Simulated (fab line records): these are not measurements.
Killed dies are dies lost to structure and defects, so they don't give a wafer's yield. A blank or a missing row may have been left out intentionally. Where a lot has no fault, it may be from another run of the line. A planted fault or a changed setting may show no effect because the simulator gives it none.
Which tool was responsible? + flow n5_finfet + 12 lots (36 wafers sampled), 1 step of a 1938-step route

== WHAT THE GAUGES SHOWED, per wafer ==
N5_BEOL_M5_INSPECT_58: inspects for defects (darkfield).
| lot  | measured     | on                | raw_defect_count |
|------|--------------|-------------------|------------------|
| L076 | day 8 20:23  | defect_inspect-01 | 94 115 97        |
| L079 | day 9 09:10  | defect_inspect-01 | 64 74 41         |
| L075 | day 9 13:46  | defect_inspect-02 | 64 75 63         |
| L081 | day 10 12:34 | defect_inspect-01 | 98 103 163       |
| L083 | day 11 11:11 | defect_inspect-02 | 71 56 52         |
| L086 | day 11 19:01 | defect_inspect-01 | 84 66 110        |
| L088 | day 12 04:12 | defect_inspect-01 | 63 83 63         |
| L089 | day 12 18:47 | defect_inspect-01 | 43 62 61         |
| L090 | day 13 00:30 | defect_inspect-01 | 78 68 39         |
| L093 | day 13 16:24 | defect_inspect-01 | 97 91 63         |
| L095 | day 14 08:31 | defect_inspect-01 | 159 100 116      |
| L097 | day 14 19:13 | defect_inspect-01 | 58 58 52         |

== WHAT TOOL EACH LOT RAN ON (gives the tool, then ch and the chambers of the sampled wafers, and finally the start) ==
The record holds no process step before these readings.

== THE ANSWER, worked out from the rows above alone ==
Rule: what is usual is taken from the lots themselves. The widest of any qualifying gaps counts: lots, ordered by their means at a reading, are off when they make up no more than a third of the lots, leave a main group of 4 or more, and stand apart from it by 3 or more times the standard deviation of that group's means. A main group is skipped when, at the precision printed for the reading in the tables above, its means are all equal. Also off: a lot with no number at a reading for which 4 or more lots have one. The other lots that the step has rows for count as sound.
No lot is off at any reading shown: from this, nothing can be told.

== WHAT HAD BEEN PUT IN BY THE SIMULATOR ==
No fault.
